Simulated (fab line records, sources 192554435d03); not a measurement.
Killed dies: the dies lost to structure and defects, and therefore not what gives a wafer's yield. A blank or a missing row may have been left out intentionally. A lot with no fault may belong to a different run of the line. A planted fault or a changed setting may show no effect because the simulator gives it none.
Matching of chambers ; flow n5-finfet ; N5_HKMG_FIN_CVD_62 on thermal-cvd-si-02 has 3 sister chambers
The step deposits a-Si from Si2H6, target thk 3 nm, time 20.8 s. 33 wafers are shown with their chamber, then 12 later ones without.

## WAFERS PAIRED WITH THEIR CHAMBERS
wafer;chamber;heater-power-w (W)
L074.1;2;1425
L074.2;1;1459
L074.3;0;1311
L074.4;0;1322
L074.5;2;1428
L074.6;1;1447
L076.2;2;1410
L076.3;0;1353
L076.5;2;1433
L078.1;0;1345
L078.2;1;1473
L078.6;2;1394
L080.3;0;1420
L080.4;0;1361
L080.6;1;1481
L082.1;0;1361
L082.2;2;1458
L082.3;1;1464
L082.4;0;1377
L082.5;2;1436
L082.6;1;1489
L084.1;2;1447
L084.3;1;1448
L084.4;0;1368
L086.2;1;1465
L086.4;1;1488
L086.6;2;1439
L088.1;2;1378
L088.2;0;1345
L088.4;2;1432
L090.2;2;1464
L090.4;2;1446
L090.6;0;1328

SIGNATURES, as means of the wafers listed above
reading;chamber 0;chamber 1;chamber 2;scatter within a chamber
heater-power-w;1353.73;1468.22;1430.00;24.4
Rule: distance of a wafer from a chamber = root of the sum over the readings of ((wafer's reading minus chamber's mean) / reading's scatter) squared. The wafer belongs to the nearest chamber; if the next one is less than 2 further off, it can't be placed. The scatter: the root of (the sum of the squares of (reading less its chamber's mean) over the shown wafers, divided by (wafers less chambers)).

## WAFERS WHOSE CHAMBER IS MISSING
wafer;heater-power-w (W)
L092.3;1434
L092.4;1439
L092.5;1440
L094.2;1446
L094.3;1420
L094.5;1431
L096.1;1443
L096.2;1468
L096.3;1361
L096.4;1479
L096.5;1445
L096.6;1390

## WHICH CHAMBER EACH WENT THROUGH
wafer;from the rows above;in truth
L092.3;can't be placed: 2 or 1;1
L092.4;can't be placed: 2 or 1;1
L092.5;can't be placed: 2 or 1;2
L094.2;can't be placed: 2 or 1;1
L094.3;can't be placed: 2 or 1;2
L094.5;can't be placed: 2 or 1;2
L096.1;can't be placed: 2 or 1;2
L096.2;can't be placed: 1 or 2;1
L096.3;0;0
L096.4;can't be placed: 1 or 2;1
L096.5;can't be placed: 2 or 1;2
L096.6;can't be placed: 0 or 2 or 1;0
Correct placement for 1 of the 12. These rows do not allow placing 11 (true chamber among the candidates in 11). Wrongly placed: 0.
